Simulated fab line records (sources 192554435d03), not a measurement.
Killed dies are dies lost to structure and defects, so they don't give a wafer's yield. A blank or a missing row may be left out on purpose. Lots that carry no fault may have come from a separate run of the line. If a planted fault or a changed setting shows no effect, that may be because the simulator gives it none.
3 desks, one fault / flow n5Finfet / only its own numbers are on each desk; what lay behind them is given at the end

THE METROLOGY DESK
What the gauges read, lot by lot, whatever tool the lot ran on: means of the sampled wafers that have a number. If a lot's mean is further than 4 standard deviations from the usual mean, the lot is out of limits and carries the mark OUT (the distance appears in the brackets). Shown here are 7 of its 11 readings, the ones lying furthest out on some lot.
Columns: A = IOFF_N at N5_BEOL_M4_RC_MEAS_101, usual 0.145 nA/um; B = IOFF_P at N5_BEOL_M4_RC_MEAS_101, usual 0.20 nA/um; C = ION_P at N5_BEOL_M4_RC_MEAS_101, usual 462 uA/um; D = SS_N at N5_BEOL_M4_RC_MEAS_101, usual 71.3 mV/dec; E = SS_P at N5_BEOL_M4_RC_MEAS_101, usual 73.1 mV/dec; F = VT_N at N5_BEOL_M4_RC_MEAS_101, usual 251 mV; G = VT_P at N5_BEOL_M4_RC_MEAS_101, usual -251 mV
lot=L498; first seen here=day 6 23:17; A=0.140; B=0.18; C=460; D=71.1; E=72.5; F=250; G=-251
lot=L500; first seen here=day 7 12:06; A=0.167; B=0.22; C=463; D=71.2; E=74.1; F=246; G=-250
lot=L502; first seen here=day 7 13:14; A=0.126; B=0.19; C=458; D=70.6; E=72.8; F=251; G=-251
lot=L504; first seen here=day 8 02:07; A=0.192; B=0.28; C=474; D=72.1; E=74.4; F=248; G=-243
lot=L507; first seen here=day 9 11:10; A=0.130; B=0.20; C=462; D=71.1; E=72.5; F=253; G=-249
lot=L508; first seen here=day 9 11:20; A=0.122; B=0.19; C=461; D=70.7; E=72.1; F=253; G=-250
lot=L512; first seen here=day 10 13:12; A=0.131; B=0.18; C=461; D=71.3; E=73.1; F=252; G=-252
lot=L519; first seen here=day 12 05:01; A=0.152; B=0.19; C=459; D=71.4; E=73.1; F=249; G=-253
lot=L520; first seen here=day 12 08:41; A=0.140; B=0.20; C=460; D=71.5; E=73.2; F=251; G=-249
Result from this desk: across the 9 lots, nothing is out of limits.

DESK OF THE TOOL OWNER: rieDiel-03
The tool's own readings at N5_BEOL_M2_ETCH_64 (etches SOC in N2/H2, target depth 75 nm, overetch 22.5 nm, time 121.9 s): means of the sampled wafers that have a number, for each lot that ran on this tool. If a lot's mean is further than 4 standard deviations from the usual mean, the lot is out of limits and carries the mark OUT (the distance appears in the brackets).
Columns: A = biasW at N5_BEOL_M2_ETCH_64, usual 150.1 W; B = chamberPressureMTorr at N5_BEOL_M2_ETCH_64, usual 29.999 mTorr; C = drypumpMotorCurrentA at N5_BEOL_M2_ETCH_64, usual 5.7 A; D = oesProductAu at N5_BEOL_M2_ETCH_64, usual 0.62 a.u.; E = rfVppV at N5_BEOL_M2_ETCH_64, usual 524 V; F = showerheadPlenumPTorr at N5_BEOL_M2_ETCH_64, usual 2.55 Torr; G = throttleValvePct at N5_BEOL_M2_ETCH_64, usual 17.76 %
lot=L502; first seen here=day 7 13:26; A=150.4; B=29.976; C=5.0; D=0.67; E=521; F=2.45; G=17.67
lot=L504; first seen here=day 8 02:19; A=150.0; B=30.009; C=5.5; D=0.60; E=521; F=2.49; G=17.91
lot=L508; first seen here=day 9 11:32; A=150.3; B=29.987; C=5.2; D=0.63; E=521; F=2.43; G=17.81
lot=L512; first seen here=day 10 13:24; A=164.0 (+33) OUT; B=29.979; C=5.5; D=0.61; E=552 (+8.1) OUT; F=2.52; G=17.95
This desk's finding: out of limits on L512; first on L512, day 10 13:24 (biasW at N5_BEOL_M2_ETCH_64). In limits: L502, L504, L508.

THE DEFECT DESK
What the inspections along the route counted, lot by lot: means of the sampled wafers that have a number. If a lot's mean is further than 4 standard deviations from the usual mean, the lot is out of limits and carries the mark OUT (the distance appears in the brackets).
Columns: A = rawDefectCount at N5_BEOL_M1_INSPECT_59, usual 75
lot=L498; first seen here=day 6 20:38; A=98
lot=L500; first seen here=day 7 10:56; A=79
lot=L502; first seen here=day 7 11:47; A=72
lot=L504; first seen here=day 8 00:44; A=67
lot=L507; first seen here=day 9 08:28; A=76
lot=L508; first seen here=day 9 09:53; A=53
lot=L512; first seen here=day 10 12:00; A=79
lot=L519; first seen here=day 12 03:35; A=51
lot=L520; first seen here=day 12 06:18; A=75
Result from this desk: across the 9 lots, nothing is out of limits.

TAKEN TOGETHER
The tool owner's desk had the chance to raise an alarm at day 10 13:24 on L512.
The metrology desk saw nothing out of limits.
Nothing out of limits was seen by the defect desk.
The metrology desk has L512 on record, within its limits.
The defect desk has L512 on record, within its limits.
N5_BEOL_M2_ETCH_64 was run on rieDiel-03 by each of the lots named.

WHAT THE SIMULATOR HAD PUT IN
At N5_BEOL_M2_ETCH_64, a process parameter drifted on rieDiel-03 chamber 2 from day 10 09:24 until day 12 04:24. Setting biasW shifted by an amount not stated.
Lots struck among those shown: L512.
Delay in hours, fault start to first out-of-limits reading, by desk: the tool owner's desk at 4.
